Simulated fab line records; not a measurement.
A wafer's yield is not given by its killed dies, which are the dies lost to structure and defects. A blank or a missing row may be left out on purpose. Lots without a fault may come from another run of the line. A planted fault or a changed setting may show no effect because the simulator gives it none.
fab line records | flow n5-finfet
record lots=7 | wafers=39
route steps=1938 shown BEOL_M3@981 BEOL_M15@1773 PAD_METAL@1896 PASSIVATION@1897
start-h: the number of hours between the record's first day and the start of the first shown wafer of the lot | wait-h: time in hours since the lot's previous step | " identical to the entry in the row above | L1.1+2: several wafers, shown together as one row | - either no value or no given start | * or withheld: withheld | < > ~ a bound
route shown NAME@n: a module of which the file shows steps, and the number in the route of the first | usual: average and standard deviation across the fault-free wafers | same: alike in all rows | chamber/n: place in a boat | sites: the reading at each site | _std_site: standard deviation across them | _edge_site: mean of outer sites minus mean of inner sites | radius-mm: for every site, how far away it sits from the centre of the wafer | mask NAME#n: copy n | behind: tool/chamber where the wafer was last shaped | hold: why the lot was held/for how many hours/how that ended | device: names the non-switching transistor (n, p or np) | end of line: tests run on the same wafers once the route is complete | a step with no rows: only its recipe | killed: the dies lost at the first sort to structure and to defects; this is not the yield of the wafer | map: the dies of a wafer, with x for killed, . for not killed, _ for no die there
set.NAME: the setting that was run; set.NAME@STEP: the one run at that earlier step | model.NAME: the simulator's own value behind a step, which no gauge read
one table per step and one row per wafer, for lots whose settings were changed on purpose
## steps
# step N5_BEOL_M3_ETCH_41
# recipe chemistry=CH3F/O2 | target=SiCN | target-depth-a=299 | taper-deg=2 | time-s=52.5 | ion-energy-ev=120 | mask-material=TiN | pressure-mtorr=30 | source-w=395 | bias-w=75 | Ar_flow_sccm=150 | CH3F_flow_sccm=30 | O2_flow_sccm=20
lot.wafer | tool        | chamber | start-h | wait-h | set.target-depth-a | model.etch.depth-nm
L074.1    | rie-diel-06 | 2       | -       | -      | 468.5              | 30.54
L074.2    | "           | 0       | "       | "      | 299                | 19.41
L074.3    | "           | 1       | "       | "      | 299                | 19.89
L074.4    | "           | 1       | "       | "      | 468.5              | 31.54
L074.5    | "           | 2       | "       | "      | 299                | 19.51
L074.6    | "           | 0       | "       | "      | 468.5              | 30.41
L075.2    | rie-diel-04 | 0       | -       | -      | 299                | 20.3
L075.3    | "           | 1       | "       | "      | 299                | 19.63
L075.6    | "           | 1       | "       | "      | 299                | 19.76
L078.1    | rie-diel-02 | 3       | -       | -      | 299                | 19.56
L078.2    | "           | 2       | "       | "      | 299                | 20.08
L078.3    | "           | 1       | "       | "      | 299                | 19.73
L078.4    | "           | 0       | "       | "      | 299                | 19.19
L078.5    | "           | 3       | "       | "      | 299                | 19.47
L078.6    | "           | 2       | "       | "      | 299                | 20.05
L079.1    | rie-diel-02 | 3       | -       | -      | 299                | 19.38
L079.2    | "           | 0       | "       | "      | 156.4              | 10.07
L079.3    | "           | 2       | "       | "      | 156.4              | 10.53
L079.4    | "           | 1       | "       | "      | 299                | 20
L079.5    | "           | 0       | "       | "      | 156.4              | 10.17
L079.6    | "           | 3       | "       | "      | 299                | 19.49
L083.1    | rie-diel-02 | 2       | -       | -      | 299                | 20.17
L083.2    | "           | 0       | "       | "      | 166.1              | 10.68
L083.3    | "           | 1       | "       | "      | 166.1              | 10.95
L083.4    | "           | 3       | "       | "      | 299                | 19.18
L083.5    | "           | 1       | "       | "      | 299                | 19.7
L083.6    | "           | 2       | "       | "      | 166.1              | 11.18
L092.1    | rie-diel-02 | 2       | -       | -      | 299                | 20.25
L092.2    | "           | 0       | "       | "      | 416.4              | 26.73
L092.3    | "           | 1       | "       | "      | 416.4              | 27.58
L092.4    | "           | 3       | "       | "      | 416.4              | 27.09
L092.5    | "           | 0       | "       | "      | 299                | 19.2
L092.6    | "           | 1       | "       | "      | 299                | 19.74
L097.1    | rie-diel-02 | 0       | -       | -      | 299                | 19.19
L097.2    | "           | 3       | "       | "      | 299                | 19.6
L097.3    | "           | 1       | "       | "      | 189.4              | 12.51
L097.4    | "           | 2       | "       | "      | 189.4              | 12.61
L097.5    | "           | 0       | "       | "      | 189.4              | 12.12
L097.6    | "           | 1       | "       | "      | 299                | 19.93
# step N5_BEOL_M15_ILD_DEP_00
# recipe material=SiO2 | target-thk-a=16293 | temp-c=400 | precursor=TEOS/O2 | pressure-torr=6.5 | rf-w=900 | teos-flow-sccm=161.4 | gas=O2 | flow-sccm=2650 | time-s=346.1
lot.wafer | tool     | chamber | start-h | wait-h | set.time-s | model.SiO2_of_BEOL_M15_ILD_DEP_00.thk-nm
L074.1    | pecvd-02 | 0       | 247.78  | 0.0    | 175.8      | 801.6
L074.2    | "        | 2       | "       | "      | 346.1      | 1626
L074.3    | "        | 1       | "       | "      | 175.8      | 818.2
L074.4    | "        | 0       | "       | "      | 346.1      | 1600
L074.5    | "        | 1       | "       | "      | 346.1      | 1636
L074.6    | "        | 2       | "       | "      | 175.8      | 833.8
L075.2    | pecvd-03 | 2       | 251.26  | 0.0    | 346.1      | 1587
L075.3    | "        | 0       | "       | "      | 346.1      | 1641
L075.6    | "        | 0       | "       | "      | 346.1      | 1657
L079.1    | pecvd-03 | 1       | 267.34  | 0.0    | 253.1      | 1188
L079.2    | "        | 2       | "       | "      | 253.1      | 1175
L079.3    | "        | 0       | "       | "      | 253.1      | 1207
L079.4    | "        | 1       | "       | "      | 346.1      | 1662
L079.5    | "        | 2       | "       | "      | 346.1      | 1629
L079.6    | "        | 0       | "       | "      | 346.1      | 1673
L078.1    | pecvd-04 | 1       | 267.67  | 0.0    | 346.1      | 1628
L078.2    | "        | 0       | "       | "      | 346.1      | 1624
L078.3    | "        | 2       | "       | "      | 346.1      | 1617
L078.4    | "        | 0       | "       | "      | 346.1      | 1643
L078.5    | "        | 1       | "       | "      | 346.1      | 1660
L078.6    | "        | 2       | "       | "      | 346.1      | 1621
L083.1    | pecvd-02 | 0       | 297.58  | 0.0    | 346.1      | 1592
L083.2    | "        | 2       | "       | "      | 424.6      | 1981
L083.3    | "        | 1       | "       | "      | 424.6      | 1965
L083.4    | "        | 1       | "       | "      | 346.1      | 1621
L083.5    | "        | 2       | "       | "      | 346.1      | 1630
L083.6    | "        | 0       | "       | "      | 424.6      | 1984
L092.1    | pecvd-02 | 0       | 381.05  | 0.0    | 346.1      | 1602
L092.2    | "        | 1       | "       | "      | 346.1      | 1641
L092.3    | "        | 2       | "       | "      | 231.4      | 1103
L092.4    | "        | 0       | "       | "      | 231.4      | 1106
L092.5    | "        | 1       | "       | "      | 346.1      | 1657
L092.6    | "        | 2       | "       | "      | 231.4      | 1125
L097.1    | pecvd-02 | 1       | 440.06  | 0.0    | 346.1      | 1626
L097.2    | "        | 2       | "       | "      | 346.1      | 1632
L097.3    | "        | 0       | "       | "      | 346.1      | 1603
L097.4    | "        | 1       | "       | "      | 346.1      | 1636
L097.5    | "        | 0       | "       | "      | 346.1      | 1622
L097.6    | "        | 2       | "       | "      | 346.1      | 1646
# step N5_BEOL_M15_THK_MEAS_01
# recipe reads=SiO2_of_BEOL_M15_ILD_DEP_00
# usual M15_ILD_THK=1632/22
lot.wafer | tool          | chamber | start-h | wait-h | set.time-s@BEOL_M15_ILD_DEP_00 | M15_ILD_THK[nm]
L074.1    | film-metro-01 | -       | 248.03  | 0.1    | 175.8                          | 801
L074.2    | "             | -       | "       | "      | 346.1                          | 1627
L074.3    | "             | -       | "       | "      | 175.8                          | 818
L074.4    | "             | -       | "       | "      | 346.1                          | 1599
L074.5    | "             | -       | "       | "      | 346.1                          | 1635
L074.6    | "             | -       | "       | "      | 175.8                          | 833
L075.2    | film-metro-01 | -       | 251.51  | 0.1    | 346.1                          | 1588
L075.3    | "             | -       | "       | "      | 346.1                          | 1641
L075.6    | "             | -       | "       | "      | 346.1                          | 1657
L079.1    | film-metro-02 | -       | 267.59  | 0.1    | 253.1                          | 1188
L079.2    | "             | -       | "       | "      | 253.1                          | 1175
L079.3    | "             | -       | "       | "      | 253.1                          | 1207
L079.4    | "             | -       | "       | "      | 346.1                          | 1663
L079.5    | "             | -       | "       | "      | 346.1                          | 1628
L079.6    | "             | -       | "       | "      | 346.1                          | 1673
L078.1    | film-metro-02 | -       | 267.92  | 0.1    | 346.1                          | 1627
L078.2    | "             | -       | "       | "      | 346.1                          | 1625
L078.3    | "             | -       | "       | "      | 346.1                          | 1615
L078.4    | "             | -       | "       | "      | 346.1                          | 1643
L078.5    | "             | -       | "       | "      | 346.1                          | 1660
L078.6    | "             | -       | "       | "      | 346.1                          | 1622
L083.1    | film-metro-02 | -       | 297.83  | 0.1    | 346.1                          | 1592
L083.2    | "             | -       | "       | "      | 424.6                          | 1978
L083.3    | "             | -       | "       | "      | 424.6                          | 1965
L083.4    | "             | -       | "       | "      | 346.1                          | 1621
L083.5    | "             | -       | "       | "      | 346.1                          | 1630
L083.6    | "             | -       | "       | "      | 424.6                          | 1985
L092.1    | film-metro-02 | -       | 381.30  | 0.1    | 346.1                          | 1602
L092.2    | "             | -       | "       | "      | 346.1                          | 1642
L092.3    | "             | -       | "       | "      | 231.4                          | 1102
L092.4    | "             | -       | "       | "      | 231.4                          | 1106
L092.5    | "             | -       | "       | "      | 346.1                          | 1658
L092.6    | "             | -       | "       | "      | 231.4                          | 1125
L097.1    | film-metro-01 | -       | 440.31  | 0.1    | 346.1                          | 1627
L097.2    | "             | -       | "       | "      | 346.1                          | 1633
L097.3    | "             | -       | "       | "      | 346.1                          | 1603
L097.4    | "             | -       | "       | "      | 346.1                          | 1636
L097.5    | "             | -       | "       | "      | 346.1                          | 1622
L097.6    | "             | -       | "       | "      | 346.1                          | 1646
# step N5_BEOL_M15_COAT_58
# recipe resist=BARC | temp-c=205 | time-s=60 | spin-rpm=1500 | resist-thk-nm=89
# step N5_BEOL_M15_COAT_04
# recipe spin-rpm=1704 | resist-thk-nm=800
# step N5_BEOL_M15_DESCUM_15
# recipe chemistry=O2 | time-s=7.9 | source-power-w=50 | bias-power-w=20 | pressure-mtorr=20 | rf-frequency-hz=2.712e+07 | temp-c=40 | o2-flow-sccm=225
# step N5_BEOL_M15_ETCH_59
# recipe chemistry=N2/H2 | target=BARC | target-depth-a=890 | overetch-a=267 | time-s=67.9 | ion-energy-ev=200 | pressure-mtorr=30 | source-w=840 | bias-w=150 | n2-flow-sccm=200 | h2-flow-sccm=200
# step N5_BEOL_M15_VIA_ETCH_16
# recipe chemistry=C4F8/O2/Ar | target=SiO2 | he-inner-torr=15 | he-outer-torr=30 | target-depth-a=17922 | time-s=withheld | ion-energy-ev=800 | pressure-mtorr=20 | source-w=1905 | bias-w=2040 | Ar_flow_sccm=400 | C4F8_flow_sccm=16 | O2_flow_sccm=12 | ends=cleared
lot.wafer | tool        | chamber | start-h | wait-h | set.time-s@BEOL_M15_ILD_DEP_00 | model.etch.depth-nm | model.coat_of_BEOL_M15_COAT_04.thk-nm
L074.1    | rie-diel-06 | 2       | 248.51  | 0.0    | *                              | 801.5               | 527.8
L074.2    | "           | 3       | "       | "      | *                              | 1626                | 335.8
L074.3    | "           | 1       | "       | "      | *                              | 818.2               | 521.6
L074.4    | "           | 3       | "       | "      | *                              | 1600                | 338.8
L074.5    | "           | 1       | "       | "      | *                              | 1636                | 327.6
L074.6    | "           | 2       | "       | "      | *                              | 833.7               | 519.2
L075.2    | rie-diel-04 | 3       | 251.99  | 0.0    | *                              | 1587                | 341.8
L075.3    | "           | 2       | "       | "      | *                              | 1641                | 327
L075.6    | "           | 1       | "       | "      | *                              | 1657                | 323.2
L079.1    | rie-diel-06 | 2       | 268.07  | 0.0    | *                              | 1188                | 436.2
L079.2    | "           | 1       | "       | "      | *                              | 1175                | 438.6
L079.3    | "           | 0       | "       | "      | *                              | 1207                | 431.2
L079.4    | "           | 3       | "       | "      | *                              | 1662                | 324.4
L079.5    | "           | 2       | "       | "      | *                              | 1629                | 329.4
L079.6    | "           | 1       | "       | "      | *                              | 1673                | 319.4
L078.1    | rie-diel-06 | 3       | 268.52  | 0.0    | *                              | 1628                | 333.2
L078.2    | "           | 2       | "       | "      | *                              | 1624                | 331.8
L078.3    | "           | 0       | "       | "      | *                              | 1617                | 333.8
L078.4    | "           | 1       | "       | "      | *                              | 1643                | 325.8
L078.5    | "           | 3       | "       | "      | *                              | 1660                | 323.8
L078.6    | "           | 2       | "       | "      | *                              | 1621                | 332.4
L083.1    | rie-diel-02 | 0       | 298.31  | 0.0    | *                              | 1592                | 344.2
L083.2    | "           | 3       | "       | "      | *                              | 1981                | 253.8
L083.3    | "           | 2       | "       | "      | *                              | 1965                | 254.4
L083.4    | "           | 1       | "       | "      | *                              | 1621                | 334.8
L083.5    | "           | 0       | "       | "      | *                              | 1630                | 336.2
L083.6    | "           | 1       | "       | "      | *                              | 1984                | 248.8
L092.1    | rie-diel-02 | 1       | 381.91  | 0.0    | *                              | 1602                | 340
L092.2    | "           | 3       | "       | "      | *                              | 1641                | 333.2
L092.3    | "           | 2       | "       | "      | *                              | 1103                | 456.4
L092.4    | "           | 0       | "       | "      | *                              | 1106                | 457.2
L092.5    | "           | 2       | "       | "      | *                              | 1657                | 322.8
L092.6    | "           | 1       | "       | "      | *                              | 1125                | 451.6
L097.1    | rie-diel-04 | 0       | 440.91  | 0.0    | *                              | 1626                | 336.8
L097.2    | "           | 2       | "       | "      | *                              | 1632                | 326.2
L097.3    | "           | 3       | "       | "      | *                              | 1603                | 333.4
L097.4    | "           | 1       | "       | "      | *                              | 1636                | 321.8
L097.5    | "           | 1       | "       | "      | *                              | 1622                | 326
L097.6    | "           | 0       | "       | "      | *                              | 1646                | 334.6
# step N5_BEOL_M15_STRIP_63
# recipe chemistry=O2 | power-w=600 | temp-c=60 | pressure-mtorr=30 | rf-frequency-hz=6e+07 | bias-power-w=0 | overash-fraction=0.3 | o2-flow-sccm=225
# step N5_BEOL_M15_STRIP_64
# recipe chemistry=O2 | power-w=600 | temp-c=60 | pressure-mtorr=30 | rf-frequency-hz=6e+07 | bias-power-w=0 | overash-fraction=0.3 | o2-flow-sccm=225
# step N5_BEOL_M15_STRIP_65
# recipe chemistry=post-etch-residue-remover | time-s=60 | temp-c=25 | remover-ph=withheld | remover-water-wt-pct=withheld | remover-fluoride-wt-pct=withheld
# step N5_BEOL_M15_SRD_66
# recipe time-s=30 | temp-c=23 | rinse-liquid=diw | dry=n2-spin | spin-rpm=1500 | dry-time-s=30
# step N5_BEOL_M15_CD_MEAS_17
# recipe target-cd-nm=360 | polarity=opening
# usual cd-nm=361.3/2.3
lot.wafer | tool      | chamber | start-h | wait-h | set.time-s@BEOL_M15_ILD_DEP_00 | cd-nm
L074.1    | cd-sem-03 | -       | 248.92  | 0.0    | 175.8                          | 353.0
L074.2    | "         | -       | "       | "      | 346.1                          | 359.7
L074.3    | "         | -       | "       | "      | 175.8                          | 356.4
L074.4    | "         | -       | "       | "      | 346.1                          | 359.5
L074.5    | "         | -       | "       | "      | 346.1                          | 361.9
L074.6    | "         | -       | "       | "      | 175.8                          | 351.9
L075.2    | cd-sem-01 | -       | 252.40  | 0.0    | 346.1                          | 359.1
L075.3    | "         | -       | "       | "      | 346.1                          | 359.9
L075.6    | "         | -       | "       | "      | 346.1                          | 358.7
L079.1    | cd-sem-01 | -       | 268.48  | 0.0    | 253.1                          | 359.0
L079.2    | "         | -       | "       | "      | 253.1                          | 359.2
L079.3    | "         | -       | "       | "      | 253.1                          | 359.9
L079.4    | "         | -       | "       | "      | 346.1                          | 364.0
L079.5    | "         | -       | "       | "      | 346.1                          | 364.2
L079.6    | "         | -       | "       | "      | 346.1                          | 363.7
L078.1    | cd-sem-02 | -       | 268.93  | 0.0    | 346.1                          | 363.0
L078.2    | "         | -       | "       | "      | 346.1                          | 359.8
L078.3    | "         | -       | "       | "      | 346.1                          | 360.8
L078.4    | "         | -       | "       | "      | 346.1                          | 361.3
L078.5    | "         | -       | "       | "      | 346.1                          | 363.1
L078.6    | "         | -       | "       | "      | 346.1                          | 360.0
L083.1    | cd-sem-01 | -       | 298.76  | 0.0    | 346.1                          | 362.9
L083.2    | "         | -       | "       | "      | 424.6                          | 367.7
L083.3    | "         | -       | "       | "      | 424.6                          | 368.6
L083.4    | "         | -       | "       | "      | 346.1                          | 363.9
L083.5    | "         | -       | "       | "      | 346.1                          | 363.6
L083.6    | "         | -       | "       | "      | 424.6                          | 365.3
L092.1    | cd-sem-01 | -       | 382.32  | 0.0    | 346.1                          | 361.8
L092.2    | "         | -       | "       | "      | 346.1                          | 361.4
L092.3    | "         | -       | "       | "      | 231.4                          | 356.0
L092.4    | "         | -       | "       | "      | 231.4                          | 354.1
L092.5    | "         | -       | "       | "      | 346.1                          | 361.8
L092.6    | "         | -       | "       | "      | 231.4                          | 357.4
L097.1    | cd-sem-03 | -       | 441.32  | 0.0    | 346.1                          | 363.2
L097.2    | "         | -       | "       | "      | 346.1                          | 365.4
L097.3    | "         | -       | "       | "      | 346.1                          | 361.7
L097.4    | "         | -       | "       | "      | 346.1                          | 361.6
L097.5    | "         | -       | "       | "      | 346.1                          | 362.9
L097.6    | "         | -       | "       | "      | 346.1                          | 359.4
# step N5_PASSIVATION_AL_DEP_21
# recipe material=Al | target-thk-a=28000 | temp-c=400 | time-s=170 | power-w=30000 | chamber-pressure-pa=0.4 | gas=Ar
lot.wafer | tool           | chamber | start-h | wait-h | set.time-s | model.Al_of_PASSIVATION_AL_DEP_21.thk-nm
L074.1    | pvd-sputter-01 | -       | 260.05  | 0.1    | 117.6      | 1912
L074.2    | "              | -       | "       | "      | 117.6      | 1931
L074.3    | "              | -       | "       | "      | 170        | 2770
L074.4    | "              | -       | "       | "      | 170        | 2739
L074.5    | "              | -       | "       | "      | 117.6      | 1903
L074.6    | "              | -       | "       | "      | 170        | 2758
L075.2    | pvd-sputter-02 | -       | 265.40  | 0.1    | 170        | 2813
L075.3    | "              | -       | "       | "      | 170        | 2874
L075.6    | "              | -       | "       | "      | 170        | 2840
L079.1    | pvd-sputter-01 | -       | 284.65  | 0.1    | 213.4      | 3526
L079.2    | "              | -       | "       | "      | 170        | 2785
L079.3    | "              | -       | "       | "      | 213.4      | 3519
L079.4    | "              | -       | "       | "      | 170        | 2799
L079.5    | "              | -       | "       | "      | 213.4      | 3486
L079.6    | "              | -       | "       | "      | 170        | 2830
L078.1    | pvd-sputter-01 | -       | 285.63  | 0.1    | 170        | 2825
L078.2    | "              | -       | "       | "      | 170        | 2819
L078.3    | "              | -       | "       | "      | 170        | 2839
L078.4    | "              | -       | "       | "      | 170        | 2821
L078.5    | "              | -       | "       | "      | 170        | 2815
L078.6    | "              | -       | "       | "      | 170        | 2803
L083.1+5  | pvd-sputter-03 | -       | 313.12  | 0.1    | 72.17      | 1132
L083.2    | "              | -       | "       | "      | 170        | 2782
L083.3    | "              | -       | "       | "      | 72.17      | 1135
L083.4    | "              | -       | "       | "      | 170        | 2739
L083.6    | "              | -       | "       | "      | 170        | 2732
L092.1    | pvd-sputter-01 | -       | 396.50  | 0.1    | 170        | 2790
L092.2    | "              | -       | "       | "      | 89.7       | 1472
L092.3    | "              | -       | "       | "      | 89.7       | 1481
L092.4    | "              | -       | "       | "      | 170        | 2794
L092.5    | "              | -       | "       | "      | 89.7       | 1463
L092.6    | "              | -       | "       | "      | 170        | 2800
L097.1    | pvd-sputter-03 | -       | 456.07  | 0.1    | 170        | 2747
L097.2    | "              | -       | "       | "      | 170        | 2781
L097.3    | "              | -       | "       | "      | 170        | 2797
L097.4    | "              | -       | "       | "      | 170        | 2748
L097.5    | "              | -       | "       | "      | 170        | 2753
L097.6    | "              | -       | "       | "      | 170        | 2784
# step N5_PASSIVATION_HMDS_23
# recipe time-s=60 | temp-c=120
# step N5_PASSIVATION_COAT_24
# recipe spin-rpm=3000 | resist-thk-nm=withheld
# step N5_PASSIVATION_DESCUM_32
# recipe chemistry=O2 | time-s=7.9 | source-power-w=50 | bias-power-w=20 | pressure-mtorr=20 | rf-frequency-hz=2.712e+07 | temp-c=40 | o2-flow-sccm=225
# step N5_PASSIVATION_AL_ETCH_33
# recipe chemistry=Cl2/BCl3 | target-depth-a=28000 | over-etch-frac=0.15 | Cl2_flow_sccm=180 | bcl3-flow-sccm=60 | target=Al | stop-on=TaN | time-s=466.7 | ion-energy-ev=100 | pressure-mtorr=10 | icp-w=900 | bias-w=100
# usual oes-product-au=0.73/0.078
lot.wafer | tool         | chamber | start-h | wait-h | set.time-s@PASSIVATION_AL_DEP_21 | oes-product-au
L074.1    | rie-metal-01 | 0       | 260.73  | 0.1    | 117.6                            | 0.65
L074.2    | "            | 1       | "       | "      | 117.6                            | 0.50
L074.3    | "            | 1       | "       | "      | 170                              | 0.63
L074.4    | "            | 0       | "       | "      | 170                              | 0.81
L074.5    | "            | 0       | "       | "      | 117.6                            | 0.65
L074.6    | "            | 1       | "       | "      | 170                              | 0.63
L075.2    | rie-metal-02 | 0       | 266.20  | 0.1    | 170                              | 0.79
L075.3    | "            | 0       | "       | "      | 170                              | 0.81
L075.6    | "            | 0       | "       | "      | 170                              | 0.79
L079.1    | rie-metal-03 | 1       | 285.31  | 0.1    | 213.4                            | 0.89
L079.2    | "            | 0       | "       | "      | 170                              | 0.73
L079.3    | "            | 0       | "       | "      | 213.4                            | 0.81
L079.4    | "            | 1       | "       | "      | 170                              | 0.80
L079.5    | "            | 0       | "       | "      | 213.4                            | 0.81
L079.6    | "            | 1       | "       | "      | 170                              | 0.79
L078.1    | rie-metal-03 | 1       | 286.40  | 0.1    | 170                              | 0.80
L078.2    | "            | 0       | "       | "      | 170                              | 0.73
L078.3    | "            | 1       | "       | "      | 170                              | 0.80
L078.4    | "            | 0       | "       | "      | 170                              | 0.73
L078.5    | "            | 1       | "       | "      | 170                              | 0.79
L078.6    | "            | 0       | "       | "      | 170                              | 0.73
L083.1    | rie-metal-03 | 1       | 313.95  | 0.1    | 72.17                            | 0.45
L083.2    | "            | 0       | "       | "      | 170                              | 0.72
L083.3    | "            | 1       | "       | "      | 72.17                            | 0.46
L083.4    | "            | 0       | "       | "      | 170                              | 0.71
L083.5    | "            | 0       | "       | "      | 72.17                            | 0.43
L083.6    | "            | 1       | "       | "      | 170                              | 0.76
L092.1    | rie-metal-02 | 0       | 397.55  | 0.1    | 170                              | 0.75
L092.2    | "            | 1       | "       | "      | 89.7                             | 0.56
L092.3    | "            | 1       | "       | "      | 89.7                             | 0.57
L092.4    | "            | 0       | "       | "      | 170                              | 0.75
L092.5    | "            | 0       | "       | "      | 89.7                             | 0.51
L092.6    | "            | 1       | "       | "      | 170                              | 0.85
L097.1    | rie-metal-03 | 0       | 456.84  | 0.1    | 170                              | 0.69
L097.2    | "            | 1       | "       | "      | 170                              | 0.74
L097.3    | "            | 1       | "       | "      | 170                              | 0.73
L097.4    | "            | 0       | "       | "      | 170                              | 0.69
L097.5    | "            | 0       | "       | "      | 170                              | 0.69
L097.6    | "            | 1       | "       | "      | 170                              | 0.74
## key
split step=N5_BEOL_M3_ETCH_41 | setting=target-depth-a | stated=299 | by=wafer
response step=N5_BEOL_M3_ETCH_41 | reading=model.etch.depth-nm | change=+0.196 | per=1% | r=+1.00
split step=N5_BEOL_M15_ILD_DEP_00 | setting=time-s | stated=346.1 | by=wafer
response step=N5_BEOL_M15_ILD_DEP_00 | reading=model.SiO2_of_BEOL_M15_ILD_DEP_00.thk-nm | change=+16.3 | per=1% | r=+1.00
response step=N5_BEOL_M15_THK_MEAS_01 | reading=M15_ILD_THK | change=+16.3 | per=1% | r=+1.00
response step=N5_BEOL_M15_VIA_ETCH_16 | reading=model.etch.depth-nm | change=+16.3 | per=1% | r=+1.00
response step=N5_BEOL_M15_VIA_ETCH_16 | reading=model.coat_of_BEOL_M15_COAT_04.thk-nm | change=-3.85 | per=1% | r=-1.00
response step=N5_BEOL_M15_CD_MEAS_17 | reading=cd-nm | change=+0.152 | per=1% | r=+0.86
split step=N5_PASSIVATION_AL_DEP_21 | setting=time-s | stated=170 | by=wafer
response step=N5_PASSIVATION_AL_DEP_21 | reading=model.Al_of_PASSIVATION_AL_DEP_21.thk-nm | change=+27.9 | per=1% | r=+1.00
response step=N5_PASSIVATION_AL_ETCH_33 | reading=oes-product-au | change=+0.00442 | per=1% | r=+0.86
